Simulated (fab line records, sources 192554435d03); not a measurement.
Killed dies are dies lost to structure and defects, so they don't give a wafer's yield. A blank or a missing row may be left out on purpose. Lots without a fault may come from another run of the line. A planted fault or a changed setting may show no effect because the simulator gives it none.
Chamber matching | flow n5_finfet | N5_FIN_CUT_DESCUM_13 on rie_diel-05: 4 sister chambers
The step chemistry O2, time 7 s. 8 wafers are shown with their chamber, then 9 later ones without.

WAFERS WITH THEIR CHAMBER
wafer  | chamber | throttle_valve_pct (%) | drypump_motor_current_A (A)
L080.4 | 3       | 20.28                  | 5.4
L081.6 | 3       | 20.29                  | 5.4
L086.2 | 0       | 20.99                  | 5.0
L089.1 | 0       | 21.00                  | 5.0
L089.4 | 2       | 20.69                  | 5.6
L092.2 | 1       | 20.39                  | 6.2
L092.4 | 2       | 20.68                  | 5.7
L092.5 | 1       | 20.40                  | 6.2

WAFERS WITHOUT THEIR CHAMBER
wafer  | throttle_valve_pct (%) | drypump_motor_current_A (A)
L094.4 | 20.41                  | 6.2
L094.5 | 20.32                  | 5.4
L094.6 | 20.70                  | 5.7
L095.1 | 20.32                  | 5.4
L095.3 | 20.41                  | 6.2
L095.6 | 20.34                  | 5.4
L097.1 | 21.00                  | 5.0
L097.3 | 20.72                  | 5.7
L097.6 | 21.01                  | 4.9

WHICH CHAMBER EACH WENT THROUGH
wafer  | from the rows above | in truth
L094.4 | 1                   | 1
L094.5 | 3                   | 3
L094.6 | 2                   | 2
L095.1 | 3                   | 3
L095.3 | 1                   | 1
L095.6 | 3                   | 3
L097.1 | 0                   | 0
L097.3 | 2                   | 2
L097.6 | 0                   | 0
Placed correctly: 9 of 9. Can't be placed from these rows: 0. Placed wrongly: 0.
How it was worked out, from the rows above alone: a wafer's distance from a chamber is the root of the sum, over the readings, of the square of ((its reading less the chamber's mean) divided by the reading's scatter). The wafer belongs to the nearest chamber; if the next one is less than 2 further off, it can't be placed. A chamber's mean is the mean of its shown wafers. The scatter: the root of (the sum of the squares of (reading less its chamber's mean) over the shown wafers, divided by (wafers less chambers)).
